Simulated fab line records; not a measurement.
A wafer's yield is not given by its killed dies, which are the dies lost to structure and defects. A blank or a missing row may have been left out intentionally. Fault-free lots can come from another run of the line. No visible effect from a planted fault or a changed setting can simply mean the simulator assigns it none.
Which tool was responsible? + flow n5 finfet + 28 wafers from 10 lots sampled at 2 of the route's 1938 steps

== WHAT THE GAUGES READ, wafer by wafer ==
N5_MIM_TOP_LITHO_CD_MEAS_08 targets a cd of 2000 nm. Usual: cd nm at 1999.9 nm, with a standard deviation of 1.3.
| lot  | measured     | on        | cd nm (nm)           | flag |
|------|--------------|-----------|----------------------|------|
| L618 | day 12 10:35 | cd sem-02 | 1998.4 1998.9 1998.7 |      |
| L621 | day 14 11:04 | cd sem-02 | 2000.6 2001.2 1998.7 |      |
| L623 | day 14 15:40 | cd sem-01 | 2001.4 2000.2        |      |
| L625 | day 14 19:57 | cd sem-01 | 2001.7 2000.2        |      |
| L628 | day 15 14:59 | cd sem-01 | 1998.9 1998.7 1997.6 |      |
| L629 | day 15 15:01 | cd sem-03 | 1999.2 2001.8 2000.9 |      |
| L632 | day 16 23:32 | cd sem-03 | 2001.3 1999.7 2000.4 |      |
| L635 | day 17 16:25 | cd sem-03 | 2000.8 1998.8 1998.2 |      |
| L636 | day 17 17:20 | cd sem-02 | 2000.0 1998.9 1999.5 |      |
| L637 | day 17 17:31 | cd sem-03 | 2000.6 2002.1 2001.6 |      |

== WHICH TOOL RAN EACH LOT (tool, then ch and the chambers of the sampled wafers, then the start) ==
| lot  | N5_PASSIVATION_PECVD_00         |
|------|---------------------------------|
| L618 | pecvd-01 ch 0,1,2, day 12 08:53 |
| L621 | pecvd-03 ch 0,2, day 14 07:51   |
| L623 | pecvd-04 ch 1, day 14 11:57     |
| L625 | pecvd-04 ch 2, day 14 17:20     |
| L628 | pecvd-04 ch 0,1, day 15 11:58   |
| L629 | pecvd-01 ch 0,1,2, day 15 12:28 |
| L632 | pecvd-03 ch 0,2, day 16 20:26   |
| L635 | pecvd-04 ch 1,2, day 17 12:02   |
| L636 | pecvd-01 ch 0,1, day 17 13:58   |
| L637 | pecvd-03 ch 0,2, day 17 14:14   |
- N5_PASSIVATION_PECVD_00: deposits SiO2 from SiH4/N2O, target thk 200 nm, time 11.2 s.

== AS READ BY THE TOOLS THEMSELVES (means over the sampled wafers that have a number; for cases with no such wafer, the mark the record gives instead) ==
N5_PASSIVATION_PECVD_00. Usual: heater power w 577 W, standard deviation 85; showerhead plenum p Torr 8.14 Torr, standard deviation 0.059; throttle valve pct 51.0 %, standard deviation 2.
| lot  | tool     | heater power w (W) | showerhead plenum p Torr (Torr) | throttle valve pct (%) | flag |
|------|----------|--------------------|---------------------------------|------------------------|------|
| L618 | pecvd-01 | 472                | 8.19                            | 51.5                   |      |
| L621 | pecvd-03 | 630                | 8.07                            | 50.0                   |      |
| L623 | pecvd-04 | 570                | 8.11                            | 54.8                   |      |
| L625 | pecvd-04 | 538                | 8.17                            | 48.2                   |      |
| L628 | pecvd-04 | 676                | 8.11                            | 52.2                   |      |
| L629 | pecvd-01 | 493                | 8.21                            | 51.7                   |      |
| L632 | pecvd-03 | 661                | 8.08                            | 50.2                   |      |
| L635 | pecvd-04 | 542                | 8.13                            | 52.9                   |      |
| L636 | pecvd-01 | 535                | 8.19                            | 51.6                   |      |
| L637 | pecvd-03 | 619                | 8.07                            | 50.2                   |      |

== THE ANSWER, worked out from the rows above alone ==
Rule: a lot counts as off when the mean over its wafers that have a number is more than 3 standard deviations away from the usual mean. Also off: a lot with no number at a reading for which 4 or more lots have one. Where the step has rows for the other lots, those lots are counted as sound. The gauges are gone through in route order, then the tools' own readings, and for those a lot's mean is taken as printed above. At the first step where some lot is off, the reading lying furthest off is the one used; lots without a number count as furthest.
None of the lots is off at any reading shown; this tells nothing.

== WHAT THE SIMULATOR HAD INSERTED ==
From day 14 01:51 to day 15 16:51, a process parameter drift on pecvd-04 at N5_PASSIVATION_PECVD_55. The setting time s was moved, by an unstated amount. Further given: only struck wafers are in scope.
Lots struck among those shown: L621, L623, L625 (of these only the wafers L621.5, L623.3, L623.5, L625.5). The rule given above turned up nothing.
